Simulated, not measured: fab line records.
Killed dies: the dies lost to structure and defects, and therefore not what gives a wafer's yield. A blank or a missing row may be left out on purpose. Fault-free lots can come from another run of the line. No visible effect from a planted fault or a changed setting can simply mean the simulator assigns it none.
Chamber matching    flow nand_harc    NHARC_A_STAIRCASE_ETCH_169 on rie_diel-10 has 4 sister chambers
The step etches the open film in CH3F/O2, target depth 50 nm, time 107.1 s. 14 wafers are shown with their chamber, then 6 later ones without.

== WAFERS PAIRED WITH THEIR CHAMBERS ==
wafer   chamber  showerhead_plenum_p_Torr (Torr)  throttle_valve_pct (%)  rf_vpp_V (V)
L749.1  1        2.54                             20.654                  243.0
L749.3  0        2.47                             20.671                  243.4
L749.5  3        2.30                             20.664                  242.4
L748.1  2        2.41                             20.652                  243.9
L748.2  3        2.30                             20.665                  242.8
L748.4  0        2.47                             20.668                  244.8
L751.2  3        2.30                             20.664                  241.3
L751.4  2        2.41                             20.660                  245.0
L751.5  1        2.54                             20.665                  244.6
L750.3  2        2.41                             20.660                  244.2
L750.5  2        2.41                             20.661                  244.6
L750.6  1        2.53                             20.661                  246.2
L753.1  2        2.41                             20.656                  244.6
L753.3  3        2.30                             20.670                  241.1

SIGNATURES (means of the wafers above)
reading                   chamber 0  chamber 1  chamber 2  chamber 3  scatter within a chamber
showerhead_plenum_p_Torr  2.4700     2.5367     2.4100     2.3000     0.00258
throttle_valve_pct        20.66950   20.66000   20.65780   20.66575   0.00385
rf_vpp_V                  244.100    244.600    244.460    241.900    0.942
Rule: a wafer lies at a distance from a chamber equal to the root of the sum of squares, over the readings, of (its reading less the chamber's mean, divided by the reading's scatter). If the next closest chamber is less than 2 further off than the closest, the wafer can't be placed; otherwise it belongs to the closest. How the scatter is found: for the shown wafers, subtract from each reading the mean of its chamber, square and add these, divide the total by (wafers less chambers), then take the root.

== WAFERS MISSING THEIR CHAMBER ==
wafer   showerhead_plenum_p_Torr (Torr)  throttle_valve_pct (%)  rf_vpp_V (V)
L753.5  2.47                             20.656                  243.9
L762.1  2.46                             20.657                  245.0
L762.4  2.46                             20.654                  244.0
L762.5  2.40                             20.664                  243.8
L764.1  2.53                             20.661                  245.7
L764.2  2.40                             20.659                  243.2

== THE CHAMBER EACH PASSED THROUGH ==
wafer   from the rows above  in truth
L753.5  0                    0
L762.1  0                    0
L762.4  0                    0
L762.5  2                    2
L764.1  1                    1
L764.2  2                    2
6 of 6 placed correctly. Number that these rows cannot place: 0. 0 placed wrongly.
